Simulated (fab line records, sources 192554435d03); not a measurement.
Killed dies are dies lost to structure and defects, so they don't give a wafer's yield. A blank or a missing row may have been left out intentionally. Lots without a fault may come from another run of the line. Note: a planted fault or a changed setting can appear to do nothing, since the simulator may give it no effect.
Comparing a struck lot with a sound one || flow n5Finfet || 16 steps out of a route of 1938
Sound: the wafers L412.1, L412.2, L412.6. Struck: wafer L413.6 (L413.3, L413.5, from the same lot, were not struck and are left out); the cause is given at the end.
Each step with rows lists, per side, the tool, then ch with its chambers, then its first start. Under that, the readings that differ: sound wafers || struck wafers || difference of the means || sigmas: that difference in standard deviations of wafers without a fault.
alike: readings whose means differ by less than 2 such deviations, and words and numbers that are the same on both sides. not compared: withheld readings, readings that some wafer has no value for, bounds like >300 that may hide the same value, and numbers for which the record gives no deviation and whose values overlap.
Wherever a step has rows on one side only, a row that says differs or no value, or a row with sigmas, the two part there. When numbers do not overlap yet have no deviation, they are printed without sigmas and do not part them. A reading that every wafer of one side lacks parts them only if that side has two wafers or more.

N5_HKMG_FIN_STRIP_34: strips in CF4.
  sound on rieDiel-03 ch 1,3, day 5 00:47; struck on rieDiel-05 ch 1, day 5 02:15
  alike: drypumpMotorCurrentA, oesProductAu, rfVppV, showerheadPlenumPTorr, throttleValvePct
  not compared: rfHoursCounterH
then, 4 steps without rows for these wafers: N5_HKMG_FIN_ETCH_35 (etches SOC in N2/H2, target depth 215.8 nm, time 243.4 s); N5_HKMG_FIN_STRIP_92 (strips SOC in N2/H2, time 20 s); N5_HKMG_FIN_WET_ETCH_18 (etches TiN in SC1, time 55 s, target depth 5.2 nm, rinse time 30 s); N5_HKMG_FIN_STRIP_19 (strips in N2/H2, time 360 s).
N5_HKMG_FIN_ALD_91: deposits TiN, target thk 1 nm, pulse time 1 s, purge time 3 s.
  sound on aldMetal-04 ch 0,1, day 5 01:30; struck on aldMetal-02 ch 2, day 5 02:56
{"reading": "heaterPowerW (W)", "sound": "861 762 740", "struck": 1015, "difference": "+227", "sigmas": "+3"}
  alike: precursorPulseHeightRel, susceptorTempC
then, 2 steps without rows for these wafers: N5_HKMG_FIN_COAT_85 (time 60 s, resist thk 300 nm); N5_HKMG_FIN_ETCH_86 (etches SOC in N2/H2, stops on TiN, target depth 393.2 nm).
N5_HKMG_FIN_STRIP_89: strips SOC in N2/H2, time 20 s.
  sound on rieDiel-01 ch 0,1,3, day 5 01:54; struck on rieDiel-03 ch 3, day 5 03:22
  alike: drypumpMotorCurrentA, oesProductAu, rfVppV, showerheadPlenumPTorr, throttleValvePct
  not compared: rfHoursCounterH
then, 1 step without rows for these wafers: N5_HKMG_FIN_WET_ETCH_87 (etches TiN in SC1, time 154.2 s, target depth 4.7 nm, rinse time 30 s).
N5_HKMG_FIN_STRIP_88: strips in N2/H2, time 360 s.
  sound on plasmaAsher-02 ch 0,1, day 5 02:05; struck on plasmaAsher-01 ch 0, day 5 03:41
  alike: drypumpMotorCurrentA, heaterPowerW
  not compared: rfHoursCounterH
N5_HKMG_FIN_NWFM_ALD_20: deposits TiAlC, target thk 2 nm, pulse time 3 s, purge time 2 s.
  sound on aldMetal-04 ch 1,2, day 5 02:28; struck on aldMetal-04 ch 0, day 5 03:57
{"reading": "precursorPulseHeightRel", "sound": "1.010 0.978 0.979", "struck": 1.036, "difference": "+0.047", "sigmas": "+2"}
  alike: heaterPowerW, susceptorTempC
N5_HKMG_FIN_ALD_71: deposits TiN, target thk 1 nm, pulse time 1 s, purge time 3 s.
  sound on aldMetal-04 ch 1,2, day 5 02:34; struck on aldMetal-04 ch 0, day 5 04:03
{"reading": "susceptorTempC (C)", "sound": "400.00 400.16 399.97", "struck": 434.43, "difference": "+34.39", "sigmas": "+99 or more"}
  alike: heaterPowerW, precursorPulseHeightRel
then, 1 step without rows for these wafers: N5_HKMG_FIN_COAT_66 (time 60 s, resist thk 300 nm).
-- here the record skips 4 days between the struck wafers' starts before and after, leaving off in module HKMG_FIN and picking up in module BEOL_M4 (first step shown: number 1111 of the route) --
N5_BEOL_M4_RC_MEAS_101:
  sound on prober-02 ch 0, day 8 22:36; struck on prober-01 ch 0, day 9 02:13
  alike: DIBL_N, DIBL_P, IOFF_N, IOFF_P, ION_N, ION_P, SS_N, SS_P, VT_N, VT_P
-- record jumps: 5 days separate the struck wafers' starts on either side; left off in module BEOL_M4, taken up again in module PASSIVATION, whose first shown step is the route's number 1936 --
N5_PASSIVATION_PROBE_49:
  struck on prober-01, day 14 01:14; sound on prober-01, day 13 05:59
{"reading": "killedAtContacts", "sound": "5 10 8", "struck": 28, "difference": "+20", "sigmas": "+3"}
  alike: defectLimitedYield, killed_at_M0_to_M3, killed_at_M4_up, killedAtFrontEnd, killedAtOther, killedDies, killedOpen, killedShort, sort_bin_5_function, sort_bin_6_memory, sort_bin_8_speed, sortNPass, sortYieldPct

## WHERE THEY PART
At N5_HKMG_FIN_ALD_91 first; at N5_PASSIVATION_PROBE_49 last (within this record only).

WHY: what had been put in by the simulator
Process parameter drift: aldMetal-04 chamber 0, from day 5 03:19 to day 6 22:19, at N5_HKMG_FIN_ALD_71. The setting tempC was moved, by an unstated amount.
